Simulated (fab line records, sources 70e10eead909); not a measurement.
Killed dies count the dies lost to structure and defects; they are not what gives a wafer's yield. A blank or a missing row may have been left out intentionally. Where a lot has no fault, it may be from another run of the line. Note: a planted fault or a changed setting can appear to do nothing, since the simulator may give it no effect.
A struck lot beside a sound one || flow nand harc || 15 steps out of a route of 1159
Sound: these wafers, L876.2, L876.3, L876.6. Struck: wafers L887.4, L887.5. The cause comes at the end.
Per side, at each step with rows, come the tool, then ch with its chambers, and then its first start. Under that, the readings that differ: sound wafers || struck wafers || difference of the means || sigmas: that difference in standard deviations of wafers without a fault.
alike: readings with means less than 2 such deviations apart, plus words and numbers identical on both sides. not compared: withheld readings, readings lacking a value on some wafer, bounds such as >300 that could conceal the same value, and numbers that have no deviation in the record and whose values overlap.
A row with sigmas, a row that says differs or no value, or rows on one side alone: a step with any of these is where the two part. When numbers do not overlap yet have no deviation, they are printed without sigmas and do not part them. Lack of a reading on every wafer of one side parts them only where that side has two or more wafers.

first, 8 steps without rows for these wafers: NHARC_A_BLC_COAT_02 (time 75 s); NHARC_A_BLC_COAT_03 (time 65 s); NHARC_A_BLC_COAT_04 (resist thk 90 nm); NHARC_A_BLC_SOFTBAKE_05 (time 55 s); NHARC_A_BLC_EBR_06; NHARC_A_BLC_EXPOSE_07 (exposes mask A BLC, target cd 100 nm); NHARC_A_BLC_PEB_08 (peb time 65 s); NHARC_A_BLC_DEVELOP_09 (develop time 35 s).
NHARC_A_BLC_CD_MEAS_10: the cd target is 100 nm.
  sound on cd sem-02 ch 0, day 19 12:51; struck on cd sem-01 ch 0, day 21 18:49
  alike: cd nm
NHARC_A_BLC_OVL_MEAS_11:
  sound on overlay-02 at day 19 12:56; struck on overlay-02 at day 21 18:54
{"reading": "overlay x nm (nm)", "sound": "-1.2 -1.5 -1.6", "struck": "1.0 0.9", "difference": "+2.4", "sigmas": "+2"}
  alike: overlay y nm
NHARC_A_BLC_INSPECT_12:
  sound on defect inspect-01 at day 19 12:58; struck on defect inspect-02 at day 21 18:56
  alike: raw defect count
NHARC_A_BLC_DESCUM_15: chemistry O2, time 3 s.
  sound on rie diel-10 ch 0,2, day 19 13:02; struck on rie diel-10 ch 1,3, day 21 19:01
  alike: drypump motor current A, oes product au, rf vpp V, showerhead plenum p Torr, throttle valve pct
  not compared: rf hours counter h
NHARC_A_BLC_ETCH_16: etches the open film in CF4, target depth 39 nm, time 65 s.
  sound on rie diel-10 ch 0,1, day 19 13:09; struck on rie diel-10 ch 1, day 21 19:05
{"reading": "oes product au (a.u.)", "sound": "0.994 1.003 0.993", "struck": "0.839 0.848", "difference": -0.153, "sigmas": -17}
{"reading": "throttle valve pct (%)", "sound": "13.278 13.289 13.297", "struck": "13.276 13.265", "difference": -0.018, "sigmas": -2}
  alike: drypump motor current A, rf fwd power W, rf vpp V, showerhead plenum p Torr
  not compared: rf hours counter h
NHARC_A_BLC_ETCH_17: etches the open film in N2/H2, target depth 390 nm, time 609.38 s.
  sound: rie diel-10 ch 1,3; struck: rie diel-10 ch 1,3
  alike: drypump motor current A, n2 flow sccm, oes product au, rf fwd power W, rf vpp V, showerhead plenum p Torr, throttle valve pct
  not compared: rf hours counter h
-- jump in the record: it breaks off in module A_BLC and resumes in module END (first step shown: number 1159 of the route), and 2 days separate the struck wafers' starts before and after --
NHARC_END_SORT_01:
  sound on prober-02 ch 0, day 21 12:07; struck on prober-02 ch 0, day 24 00:29
{"reading": "killed at array", "sound": "24 25 29", "struck": "67 48", "difference": "+32", "sigmas": "+3"}
{"reading": "killed dies", "sound": "28 26 30", "struck": "68 50", "difference": "+31", "sigmas": "+3"}
  alike: killed at other, killed at periphery, killed open, killed short

## WHERE THEY PART
Last at NHARC_END_SORT_01 as far as this record goes, first at NHARC_A_BLC_OVL_MEAS_11.

WHY: whatever the simulator had introduced
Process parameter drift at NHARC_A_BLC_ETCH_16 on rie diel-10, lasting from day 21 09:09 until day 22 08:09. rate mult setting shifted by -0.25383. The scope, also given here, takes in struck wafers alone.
